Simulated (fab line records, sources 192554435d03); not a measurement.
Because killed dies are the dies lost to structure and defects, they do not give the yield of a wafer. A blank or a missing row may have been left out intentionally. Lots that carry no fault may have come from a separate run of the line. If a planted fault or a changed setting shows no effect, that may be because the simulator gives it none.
Which tool is to blame? :: flow n5_finfet :: 24 lots with 72 wafers sampled at 3 steps, on a route of 1938 steps

== WHAT THE GAUGES SHOWED, per wafer ==
N5_BEOL_M0_SAQP_CD_MEAS_40: the cd target is 30 nm. Usual: cd_nm 29.95 nm, standard deviation 0.25.
lot: L074
measured: day 5 18:37
on: cd_sem-03
cd_nm (nm): 29.64 29.80 29.95
flag: 

lot: L075
measured: day 5 22:59
on: cd_sem-02
cd_nm (nm): 29.77 30.24 29.93
flag: 

lot: L076
measured: day 6 05:53
on: cd_sem-02
cd_nm (nm): 29.83 29.89 29.37
flag: 

lot: L077
measured: day 6 10:27
on: cd_sem-02
cd_nm (nm): 30.22 29.34 30.05
flag: 

lot: L078
measured: day 6 16:17
on: cd_sem-02
cd_nm (nm): 30.11 30.18 30.16
flag: 

lot: L079
measured: day 7 04:21
on: cd_sem-02
cd_nm (nm): 30.17 29.83 29.94
flag: 

lot: L080
measured: day 7 07:28
on: cd_sem-03
cd_nm (nm): 30.29 29.87 30.03
flag: 

lot: L081
measured: day 7 13:16
on: cd_sem-03
cd_nm (nm): 29.91 30.03 29.97
flag: 

lot: L082
measured: day 7 21:41
on: cd_sem-03
cd_nm (nm): 30.31 30.34 29.60
flag: 

lot: L083
measured: day 8 01:29
on: cd_sem-03
cd_nm (nm): 29.93 29.89 30.07
flag: 

lot: L084
measured: day 8 05:33
on: cd_sem-03
cd_nm (nm): 29.78 29.98 29.86
flag: 

lot: L085
measured: day 8 19:51
on: cd_sem-03
cd_nm (nm): 29.62 30.36 29.60
flag: 

lot: L087
measured: day 8 23:14
on: cd_sem-01
cd_nm (nm): 30.12 30.41 29.75
flag: 

lot: L086
measured: day 8 23:47
on: cd_sem-02
cd_nm (nm): 30.25 29.76 30.00
flag: 

lot: L088
measured: day 9 04:39
on: cd_sem-03
cd_nm (nm): 29.74 29.81 29.69
flag: 

lot: L089
measured: day 9 13:14
on: cd_sem-03
cd_nm (nm): 29.97 29.94 30.11
flag: 

lot: L091
measured: day 9 20:03
on: cd_sem-03
cd_nm (nm): 30.18 30.39 30.68
flag: 

lot: L090
measured: day 10 00:53
on: cd_sem-01
cd_nm (nm): 29.91 29.78 29.56
flag: 

lot: L092
measured: day 10 08:21
on: cd_sem-02
cd_nm (nm): 29.82 29.97 29.89
flag: 

lot: L093
measured: day 10 11:22
on: cd_sem-01
cd_nm (nm): 30.06 29.52 29.45
flag: 

lot: L094
measured: day 10 14:45
on: cd_sem-01
cd_nm (nm): 29.62 29.78 29.79
flag: 

lot: L095
measured: day 10 18:26
on: cd_sem-01
cd_nm (nm): 30.03 29.90 29.45
flag: 

lot: L096
measured: day 11 05:05
on: cd_sem-03
cd_nm (nm): 30.01 29.61 29.90
flag: 

lot: L097
measured: day 11 08:08
on: cd_sem-02
cd_nm (nm): 30.53 30.49 29.97
flag: 

N5_BEOL_M0_CUTY_CD_MEAS_57: the cd target is 200 nm. Usual: cd_nm 200.0 nm, standard deviation 0.88.
lot: L074
measured: day 5 20:16
on: cd_sem-03
cd_nm (nm): 201.5 200.8 201.4
flag: 

lot: L075
measured: day 6 00:20
on: cd_sem-03
cd_nm (nm): 199.4 200.1 201.0
flag: 

lot: L076
measured: day 6 07:16
on: cd_sem-03
cd_nm (nm): 200.1 200.4 200.9
flag: 

lot: L077
measured: day 6 12:26
on: cd_sem-03
cd_nm (nm): 200.3 199.0 200.9
flag: 

lot: L078
measured: day 6 17:35
on: cd_sem-02
cd_nm (nm): 198.7 199.0 198.9
flag: 

lot: L079
measured: day 7 05:49
on: cd_sem-03
cd_nm (nm): 200.6 200.1 199.2
flag: 

lot: L080
measured: day 7 09:04
on: cd_sem-03
cd_nm (nm): 198.4 199.5 197.8
flag: 

lot: L081
measured: day 7 14:34
on: cd_sem-01
cd_nm (nm): 199.7 200.1 198.6
flag: 

lot: L082
measured: day 7 23:21
on: cd_sem-01
cd_nm (nm): 200.0 200.2 199.5
flag: 

lot: L083
measured: day 8 02:54
on: cd_sem-03
cd_nm (nm): 200.2 200.5 200.2
flag: 

lot: L084
measured: day 8 07:42
on: cd_sem-01
cd_nm (nm): 200.6 201.0 202.0
flag: 

lot: L085
measured: day 8 21:29
on: cd_sem-03
cd_nm (nm): 199.2 200.6 200.0
flag: 

lot: L087
measured: day 9 00:50
on: cd_sem-02
cd_nm (nm): 201.0 200.7 200.5
flag: 

lot: L086
measured: day 9 01:13
on: cd_sem-01
cd_nm (nm): 201.0 199.5 199.6
flag: 

lot: L088
measured: day 9 06:04
on: cd_sem-01
cd_nm (nm): 199.7 200.0 200.4
flag: 

lot: L089
measured: day 9 14:32
on: cd_sem-03
cd_nm (nm): 201.1 201.7 201.7
flag: 

lot: L091
measured: day 9 21:43
on: cd_sem-01
cd_nm (nm): 199.5 200.2 200.1
flag: 

lot: L090
measured: day 10 02:46
on: cd_sem-03
cd_nm (nm): 199.6 199.0 199.4
flag: 

lot: L092
measured: day 10 10:07
on: cd_sem-02
cd_nm (nm): 201.0 200.8 200.2
flag: 

lot: L093
measured: day 10 12:40
on: cd_sem-02
cd_nm (nm): 199.1 200.0 198.0
flag: 

lot: L094
measured: day 10 16:06
on: cd_sem-01
cd_nm (nm): 200.5 200.3 200.5
flag: 

lot: L095
measured: day 10 19:52
on: cd_sem-03
cd_nm (nm): 199.3 197.7 198.2
flag: 

lot: L096
measured: day 11 06:23
on: cd_sem-03
cd_nm (nm): 200.4 200.0 200.5
flag: 

lot: L097
measured: day 11 10:01
on: cd_sem-03
cd_nm (nm): 200.2 200.0 199.9
flag: 

== EACH LOT AND THE TOOL THAT RAN IT (in order: tool; ch and the chambers of the sampled wafers; start) ==
lot: L074
N5_BEOL_M0_SAQP_RECESS_109: vapor_etch-02 ch 0,1, day 5 17:23

lot: L075
N5_BEOL_M0_SAQP_RECESS_109: vapor_etch-02 ch 0,1, day 5 21:40

lot: L076
N5_BEOL_M0_SAQP_RECESS_109: vapor_etch-02 ch 0,1, day 6 04:34

lot: L077
N5_BEOL_M0_SAQP_RECESS_109: vapor_etch-02 ch 0,1, day 6 09:08

lot: L078
N5_BEOL_M0_SAQP_RECESS_109: vapor_etch-01 ch 0,1, day 6 14:58

lot: L079
N5_BEOL_M0_SAQP_RECESS_109: vapor_etch-01 ch 0,1, day 7 03:09

lot: L080
N5_BEOL_M0_SAQP_RECESS_109: vapor_etch-01 ch 0,1, day 7 06:01

lot: L081
N5_BEOL_M0_SAQP_RECESS_109: vapor_etch-02 ch 0,1, day 7 12:00

lot: L082
N5_BEOL_M0_SAQP_RECESS_109: vapor_etch-02 ch 0,1, day 7 20:28

lot: L083
N5_BEOL_M0_SAQP_RECESS_109: vapor_etch-01 ch 0, day 8 00:17

lot: L084
N5_BEOL_M0_SAQP_RECESS_109: vapor_etch-02 ch 1, day 8 04:07

lot: L085
N5_BEOL_M0_SAQP_RECESS_109: vapor_etch-02 ch 0,1, day 8 18:29

lot: L087
N5_BEOL_M0_SAQP_RECESS_109: vapor_etch-01 ch 0,1, day 8 21:19

lot: L086
N5_BEOL_M0_SAQP_RECESS_109: vapor_etch-02 ch 0,1, day 8 21:43

lot: L088
N5_BEOL_M0_SAQP_RECESS_109: vapor_etch-02 ch 0,1, day 9 03:27

lot: L089
N5_BEOL_M0_SAQP_RECESS_109: vapor_etch-02 ch 0,1, day 9 11:47

lot: L091
N5_BEOL_M0_SAQP_RECESS_109: vapor_etch-01 ch 0,1, day 9 18:44

lot: L090
N5_BEOL_M0_SAQP_RECESS_109: vapor_etch-01 ch 0,1, day 9 23:42

lot: L092
N5_BEOL_M0_SAQP_RECESS_109: vapor_etch-01 ch 0,1, day 10 07:01

lot: L093
N5_BEOL_M0_SAQP_RECESS_109: vapor_etch-02 ch 0,1, day 10 10:02

lot: L094
N5_BEOL_M0_SAQP_RECESS_109: vapor_etch-02 ch 0,1, day 10 13:25

lot: L095
N5_BEOL_M0_SAQP_RECESS_109: vapor_etch-01 ch 0,1, day 10 17:08

lot: L096
N5_BEOL_M0_SAQP_RECESS_109: vapor_etch-02 ch 0,1, day 11 03:54

lot: L097
N5_BEOL_M0_SAQP_RECESS_109: vapor_etch-02 ch 0,1, day 11 06:57
- N5_BEOL_M0_SAQP_RECESS_109: chemistry HF/NH3, target SiO2, target depth 3 nm, afs cycles 1, sublimation time 60 s.

== WHAT THE TOOLS THEMSELVES READ (means of the sampled wafers that have a number; where no wafer has one, the mark that the record gives instead) ==
N5_BEOL_M0_SAQP_RECESS_109. Usual: drypump_motor_current_A 5.7 A, standard deviation 0.33.
lot: L074
tool: vapor_etch-02
drypump_motor_current_A (A): 5.5
flag: 

lot: L075
tool: vapor_etch-02
drypump_motor_current_A (A): 5.5
flag: 

lot: L076
tool: vapor_etch-02
drypump_motor_current_A (A): 5.5
flag: 

lot: L077
tool: vapor_etch-02
drypump_motor_current_A (A): 5.5
flag: 

lot: L078
tool: vapor_etch-01
drypump_motor_current_A (A): 6.1
flag: 

lot: L079
tool: vapor_etch-01
drypump_motor_current_A (A): 5.8
flag: 

lot: L080
tool: vapor_etch-01
drypump_motor_current_A (A): 6.2
flag: 

lot: L081
tool: vapor_etch-02
drypump_motor_current_A (A): 5.5
flag: 

lot: L082
tool: vapor_etch-02
drypump_motor_current_A (A): 5.5
flag: 

lot: L083
tool: vapor_etch-01
drypump_motor_current_A (A): 6.4
flag: 

lot: L084
tool: vapor_etch-02
drypump_motor_current_A (A): 5.4
flag: 

lot: L085
tool: vapor_etch-02
drypump_motor_current_A (A): 5.5
flag: 

lot: L087
tool: vapor_etch-01
drypump_motor_current_A (A): 5.9
flag: 

lot: L086
tool: vapor_etch-02
drypump_motor_current_A (A): 5.5
flag: 

lot: L088
tool: vapor_etch-02
drypump_motor_current_A (A): 5.5
flag: 

lot: L089
tool: vapor_etch-02
drypump_motor_current_A (A): 5.5
flag: 

lot: L091
tool: vapor_etch-01
drypump_motor_current_A (A): 5.9
flag: 

lot: L090
tool: vapor_etch-01
drypump_motor_current_A (A): 6.2
flag: 

lot: L092
tool: vapor_etch-01
drypump_motor_current_A (A): 6.1
flag: 

lot: L093
tool: vapor_etch-02
drypump_motor_current_A (A): 5.5
flag: 

lot: L094
tool: vapor_etch-02
drypump_motor_current_A (A): 5.5
flag: 

lot: L095
tool: vapor_etch-01
drypump_motor_current_A (A): 6.2
flag: 

lot: L096
tool: vapor_etch-02
drypump_motor_current_A (A): 5.5
flag: 

lot: L097
tool: vapor_etch-02
drypump_motor_current_A (A): 5.5
flag: 

== THE ANSWER, worked out from the rows above alone ==
Rule: a lot counts as off when the mean over its wafers that have a number is more than 3 standard deviations away from the usual mean. A lot without any number at a reading at which 4 lots or more have one is off too. All remaining lots with rows at the step are treated as sound. Order of review: gauges by route order, followed by the tools' own readings, for which a lot's mean as printed above is used. The first step at which some lot is off is used, and at that step the reading that is off furthest; a lot without a number counts as furthest.
No lot is off on any of the readings shown, so nothing can be concluded from this.

== WHAT THE SIMULATOR HAD INSERTED ==
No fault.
